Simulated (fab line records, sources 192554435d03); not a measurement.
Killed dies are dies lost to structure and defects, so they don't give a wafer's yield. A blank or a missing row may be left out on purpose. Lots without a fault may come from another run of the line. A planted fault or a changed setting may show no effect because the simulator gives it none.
Split-lot experiment | flow n5_finfet | 7 lots, 39 wafers read, on a route of 1938 steps

THE SPLIT
At N5_BEOL_M8_ILD_DEP_00 (deposits SiCOH lowk from DEMS/porogen, target thk 179.75 nm, time 33.4 s), the setting time_s was moved away from the recipe's 33.4 s on 18 of the 39 wafers read, by -52.5% to +51.5%. The other wafers ran this setting at the recipe's value.

FROM THE SPLIT TO THE READING: what the file shows between them, 1 step
- N5_BEOL_M8_CURE_74: cures SiCOH lowk, time 240 s

THE READING
M8_ILD_THK, in nm, at N5_BEOL_M8_THK_MEAS_01. Fault-free wafers of this fab line usually give 155.3 nm, standard deviation 2.3 nm.

wafer  | tool, chamber at the split | time_s as run, s | against the recipe | M8_ILD_THK, nm | against lot-mates on the recipe
L075.3 | pecvd-03, 2                | 33.4             | recipe             | 152.6          | -
L075.4 | pecvd-03, 0                | 33.4             | recipe             | 154.7          | -
L075.6 | pecvd-03, 2                | 33.4             | recipe             | 154.5          | -
L078.1 | pecvd-01, 0                | 48.34            | +44.7%             | 221.2          | +66.1
L078.2 | pecvd-01, 2                | 33.4             | recipe             | 152.4          | -
L078.3 | pecvd-01, 1                | 33.4             | recipe             | 156.8          | -
L078.4 | pecvd-01, 1                | 48.34            | +44.7%             | 227.0          | +71.9
L078.5 | pecvd-01, 2                | 33.4             | recipe             | 156.1          | -
L078.6 | pecvd-01, 0                | 48.34            | +44.7%             | 226.4          | +71.3
L081.1 | pecvd-03, 1                | 33.4             | recipe             | 156.4          | -
L081.2 | pecvd-03, 2                | 50.6             | +51.5%             | 231.5          | +74.7
L081.3 | pecvd-03, 1                | 50.6             | +51.5%             | 235.1          | +78.3
L081.4 | pecvd-03, 2                | 50.6             | +51.5%             | 235.9          | +79.1
L081.5 | pecvd-03, 2                | 33.4             | recipe             | 157.6          | -
L081.6 | pecvd-03, 1                | 33.4             | recipe             | 156.3          | -
L082.1 | pecvd-02, 1                | 33.4             | recipe             | 154.9          | -
L082.2 | pecvd-02, 2                | 45.22            | +35.4%             | 209.2          | +52.1
L082.3 | pecvd-02, 0                | 45.22            | +35.4%             | 209.5          | +52.4
L082.4 | pecvd-02, 1                | 33.4             | recipe             | 158.1          | -
L082.5 | pecvd-02, 0                | 33.4             | recipe             | 158.4          | -
L082.6 | pecvd-02, 2                | 45.22            | +35.4%             | 211.2          | +54.1
L089.1 | pecvd-01, 1                | 15.88            | -52.5%             | 77.8           | -79.9
L089.2 | pecvd-01, 0                | 33.4             | recipe             | 155.4          | -
L089.3 | pecvd-01, 2                | 15.88            | -52.5%             | 74.4           | -83.3
L089.4 | pecvd-01, 0                | 33.4             | recipe             | 159.4          | -
L089.5 | pecvd-01, 1                | 33.4             | recipe             | 158.4          | -
L089.6 | pecvd-01, 2                | 15.88            | -52.5%             | 74.3           | -83.4
L092.1 | pecvd-03, 1                | 25.98            | -22.2%             | 121.9          | -34.1
L092.2 | pecvd-03, 0                | 33.4             | recipe             | 152.6          | -
L092.3 | pecvd-03, 2                | 33.4             | recipe             | 156.4          | -
L092.4 | pecvd-03, 0                | 25.98            | -22.2%             | 122.4          | -33.6
L092.5 | pecvd-03, 1                | 33.4             | recipe             | 159.0          | -
L092.6 | pecvd-03, 2                | 25.98            | -22.2%             | 122.3          | -33.7
L094.1 | pecvd-02, 2                | 33.4             | recipe             | 151.8          | -
L094.2 | pecvd-02, 1,0              | 33.4             | recipe             | 156.3          | -
L094.3 | pecvd-02, 0                | 26.1             | -21.9%             | 119.8          | -35.1
L094.4 | pecvd-02, 2                | 26.1             | -21.9%             | 122.7          | -32.2
L094.5 | pecvd-02, 1,0              | 33.4             | recipe             | 156.5          | -
L094.6 | pecvd-02, 1                | 26.1             | -21.9%             | 125.8          | -29.1
Where a row lists several chambers, the file gives one row for several wafers and doesn't say which wafer went through which chamber.

THE FIT
A straight line over all 39 wafers: M8_ILD_THK changes by +1.53 nm for each +1% of time_s; r = +1.00; the points scatter about the line by 2.1 nm.
The same after taking each lot's own level away (the mean of its wafers on the recipe; 39 wafers): +1.53 nm for each +1%; r = +1.00; scatter 2.1 nm.
On that fit, the largest move of time_s shifts the reading by 80 nm.
The lots' own levels span 153.93 to 157.73 nm, that is 1.7 times the standard deviation above.
So the lot-to-lot level changes the slope little: the two slopes agree.
Check: with one of the wafers moved furthest among these (-52.5%) left out of the fit, the line predicts -80.6 nm for it against its lot-mates. It came out at -79.9 nm against them.

OTHER SPLITS ON THESE WAFERS
These wafers also went through other splits before the reading. Each is held against what the fit with the lots' levels taken away leaves over:
other split on the same wafers           | wafers away from the commonest value | r with M8_ILD_THK (lot level and that fit taken away)
N5_BEOL_M6_TRENCH_ETCH_37 target_depth_a | 18                                   | +0.28

THE WHOLE CHAIN: every reading that the file lists as answering this split, in the file's order
step                   | what it does                                                             | reading                                                                                  | change (the file's fit)              | r (the file's)
N5_BEOL_M8_ILD_DEP_00  | deposits SiCOH lowk from DEMS/porogen, target thk 179.75 nm, time 33.4 s | SiCOH_lowk_of_BEOL_M8_ILD_DEP_00.thk_nm (the simulator's own value, which no gauge read) | +1.75 nm for each +1% of the setting | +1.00
N5_BEOL_M8_CURE_74     | cures SiCOH lowk, time 240 s                                             | SiCOH_lowk_of_BEOL_M8_ILD_DEP_00.thk_nm (the simulator's own value, which no gauge read) | +1.53 nm for each +1% of the setting | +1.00
N5_BEOL_M8_THK_MEAS_01 |                                                                          | M8_ILD_THK                                                                               | +1.53 for each +1% of the setting    | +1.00

THE FILE'S OWN FIT
M8_ILD_THK changes by +1.53 nm for each +1% of time_s, r = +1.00.
